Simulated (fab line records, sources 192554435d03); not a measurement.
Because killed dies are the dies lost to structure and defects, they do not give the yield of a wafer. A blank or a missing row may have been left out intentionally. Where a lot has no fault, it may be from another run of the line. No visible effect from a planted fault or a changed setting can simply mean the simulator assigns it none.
Split-lot experiment -- flow n5Finfet -- 21 wafers read from 7 lots, route of 1938 steps

== THE SPLIT ==
At N5_WELL_APT_COAT_02 (resist thk 950 nm), the setting spinRpm was moved away from the recipe's 1357 rpm on 8 of the 21 wafers read, by -6.5% to +9.3%. The other wafers ran this setting at the recipe's value.

The reading is taken at the split's own step.

== THE READING ==
coat_of_WELL_APT_COAT_02.thkNm (the simulator's own value, which no gauge read), in nm, at N5_WELL_APT_COAT_02 (resist thk 950 nm). The file gives no usual value for it. Across the 13 wafers here that went through the recipe, the average is 948.2 nm and the standard deviation 2 nm.

wafer,"tool, chamber at the split","spinRpm as run, rpm",against the recipe,"coat_of_WELL_APT_COAT_02.thkNm, nm",against lot-mates on the recipe
L077.1,"lithoTrack-02, 0",1483,+9.3%,904.1,-41.0
L077.2,"lithoTrack-02, 0",1357,recipe,946.1,-
L077.3,"lithoTrack-02, 0",1357,recipe,944.1,-
L078.3,"lithoTrack-03, 0",1269,-6.5%,979.3,+31.2
L078.4,"lithoTrack-03, 0",1269,-6.5%,979.6,+31.5
L078.5,"lithoTrack-03, 0",1357,recipe,948.1,-
L079.2,"lithoTrack-03, 0",1357,recipe,949,-
L079.4,"lithoTrack-03, 0",1357,recipe,947.3,-
L079.5,"lithoTrack-03, 0",1357,recipe,949.1,-
L080.3,"lithoTrack-05, 0",1357,recipe,947.8,-
L080.4,"lithoTrack-05, 0",1357,recipe,947.1,-
L080.5,"lithoTrack-05, 0",1357,recipe,948.4,-
L091.4,"lithoTrack-02, 0",1474,+8.6%,909.5,no lot-mate on the recipe
L091.5,"lithoTrack-02, 0",1474,+8.6%,909.3,no lot-mate on the recipe
L091.6,"lithoTrack-02, 0",1474,+8.6%,909.9,no lot-mate on the recipe
L094.2,"lithoTrack-05, 0",1357,recipe,950.4,-
L094.3,"lithoTrack-05, 0",1357,recipe,950.1,-
L094.4,"lithoTrack-05, 0",1357,recipe,946.7,-
L095.2,"lithoTrack-05, 0",1357,recipe,952.5,-
L095.3,"lithoTrack-05, 0",1295,-4.6%,972.9,+20.4
L095.5,"lithoTrack-05, 0",1295,-4.6%,974.3,+21.8

THE FIT
A straight line over all 21 wafers: coat_of_WELL_APT_COAT_02.thkNm changes by -4.72 nm for each +1% of spinRpm; r = -1.00; the points scatter about the line by 2.1 nm.
The same after taking each lot's own level away (the mean of its wafers on the recipe; 18 wafers): -4.61 nm for each +1%; r = -1.00; scatter 1.1 nm.
The reading moves by 43 nm for the largest change in spinRpm, on that fit.
From 945.10 to 952.50 nm: that is the span of the lots' own levels, equal to 3.6 times the standard deviation above.
The two slopes are in agreement: the lot-to-lot level therefore moves the slope only a little.
Check: for one of the wafers moved furthest among these (+9.3%), held out of the fit, the line's prediction against its lot-mates is -44.3 nm. It came out at -41 nm against them.

== ADDITIONAL SPLITS CARRIED BY THESE WAFERS ==
Before the reading, these wafers also passed through other splits. Each is held against what the fit with the lots' levels taken away leaves over:
other split on the same wafers,wafers away from the commonest value,r with coat_of_WELL_APT_COAT_02.thkNm (lot level and that fit taken away)
N5_ZERO_LAYER_EXPOSE_08 doseMj,7,+0.11
N5_ZERO_LAYER_DEVELOP_10 developTimeS,10,-0.25

== THE FILE'S OWN FIT ==
coat_of_WELL_APT_COAT_02.thkNm changes by -4.56 nm for each +1% of spinRpm, r = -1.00.
